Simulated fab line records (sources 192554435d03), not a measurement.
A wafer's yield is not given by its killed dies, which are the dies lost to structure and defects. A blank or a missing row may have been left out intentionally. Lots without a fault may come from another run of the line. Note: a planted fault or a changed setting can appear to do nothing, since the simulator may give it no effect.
Split-lot trial    flow n5 finfet    route with 1938 steps; 7 lots, 21 wafers read

== ABOUT THE SPLIT ==
At N5_BEOL_M11_PEB_26 (peb time 60 s), the setting peb time s was moved away from the recipe's 60 s on 4 of the 21 wafers read, by -12.7% to +19.1%. For the rest of the wafers, this setting stayed at what the recipe calls for.

== THE PATH FROM SPLIT TO READING: the file shows 1 step between them ==
- N5_BEOL_M11_DEVELOP_27: develop time 30 s

== THE READING ==
cd nm, in nm, at N5_BEOL_M11_CD_MEAS_28 (target cd 70 nm). A value of 69.6 nm with a standard deviation of 1.1 nm is what fault-free wafers of this fab line usually give.

wafer   tool, chamber at the split  peb time s as run, s  against the recipe  cd nm, nm  against lot-mates on the recipe
L074.1  litho track-04, 0           60                    recipe              70.3       -
L074.4  litho track-04, 0           60                    recipe              69.8       -
L074.6  litho track-04, 0           60                    recipe              70.0       -
L080.1  litho track-04, 0           60                    recipe              70.7       -
L080.2  litho track-04, 0           60                    recipe              69.3       -
L080.3  litho track-04, 0           60                    recipe              69.5       -
L079.1  litho track-02, 0           60                    recipe              68.4       -
L079.2  litho track-02, 0           60                    recipe              69.8       -
L079.3  litho track-02, 0           71.49                 +19.1%              74.6       +5.5
L082.2  litho track-02, 0           52.38                 -12.7%              64.1       -4.1
L082.3  litho track-02, 0           52.38                 -12.7%              62.6       -5.6
L082.5  litho track-02, 0           60                    recipe              68.2       -
L085.1  litho track-04, 0           60                    recipe              70.1       -
L085.3  litho track-04, 0           60                    recipe              70.4       -
L085.4  litho track-04, 0           60                    recipe              68.7       -
L086.1  litho track-03, 0           66.76                 +11.3%              73.6       +4.1
L086.5  litho track-03, 0           60                    recipe              69.2       -
L086.6  litho track-03, 0           60                    recipe              69.7       -
L089.4  litho track-02, 0           60                    recipe              70.2       -
L089.5  litho track-02, 0           60                    recipe              69.1       -
L089.6  litho track-02, 0           60                    recipe              69.3       -

FIT RESULTS
A straight line over all 21 wafers: cd nm changes by +0.369 nm for each +1% of peb time s; r = +0.93; the points scatter about the line by 0.94 nm.
The same after taking each lot's own level away (the mean of its wafers on the recipe; 21 wafers): +0.338 nm for each +1%; r = +0.96; scatter 0.62 nm.
The reading moves by 6.5 nm for the largest change in peb time s, on that fit.
The lots' own levels span 68.20 to 70.03 nm, that is 1.7 times the standard deviation above.
The two slopes are in agreement: the lot-to-lot level therefore moves the slope only a little.
Check: +7.22 nm against its lot-mates is what the line predicts for one of the wafers moved furthest among these (+19.1%) when that wafer is left out of the fit. Against them it came out at +5.5 nm.

== THESE WAFERS: OTHER SPLITS ==
These wafers also went through other splits before the reading. Each is held against what the fit with the lots' levels taken away leaves over:
other split on the same wafers  wafers away from the commonest value  r with cd nm (lot level and that fit taken away)
N5_BEOL_M10_COAT_60 spin rpm    6                                     +0.46
N5_BEOL_M11_COAT_63 spin rpm    10                                    +0.10

== FILE'S OWN FIT ==
cd nm changes by +0.325 nm for each +1% of peb time s, r = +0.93.
